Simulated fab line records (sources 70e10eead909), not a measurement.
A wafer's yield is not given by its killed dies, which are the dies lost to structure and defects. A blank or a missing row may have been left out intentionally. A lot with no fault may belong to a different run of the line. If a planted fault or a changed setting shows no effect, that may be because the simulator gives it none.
Which tool did it? -- flow nand-harc -- 21 wafers sampled from 7 lots at 1 step of a route of 1302

WHAT EACH GAUGE READ, for each wafer
NHARC_A_SGD_CUT_CD_MEAS_09: target cd 100 nm.
lot,measured,on,cd-nm (nm)
L815,day 19 14:49,cd-sem-03,100.0 99.4 98.5
L819,day 20 11:32,cd-sem-01,98.8 99.5 100.1
L818,day 20 20:29,cd-sem-02,99.8 99.8 100.6
L822,day 22 04:48,cd-sem-03,99.7 100.7 101.0
L830,day 25 06:51,cd-sem-03,99.7 99.6 100.5
L837,day 28 04:46,cd-sem-03,99.8 100.2 99.6
L838,day 29 02:54,cd-sem-03,99.5 100.1 100.2

EACH LOT AND THE TOOL THAT RAN IT (in order: tool; ch and the chambers of the sampled wafers; start)
No process step before these readings appears in the record.

THE ANSWER, worked out from the rows above alone
Rule: the lots themselves supply what counts as usual. Put in order of their means at a reading, lots are off if they are a third of the lots or fewer, leave a main group of 4 or more, and stand apart from it by a gap of 3 or more times the standard deviation of the main group's means; of several such gaps the widest counts. A main group whose means are all the same, to the digits that the tables above print for the reading, isn't used. A lot without any number at a reading at which 4 lots or more have one is off too. The other lots that the step has rows for count as sound.
No lot is off at any reading shown: from this, nothing can be told.

WHAT WAS PUT IN BY THE SIMULATOR
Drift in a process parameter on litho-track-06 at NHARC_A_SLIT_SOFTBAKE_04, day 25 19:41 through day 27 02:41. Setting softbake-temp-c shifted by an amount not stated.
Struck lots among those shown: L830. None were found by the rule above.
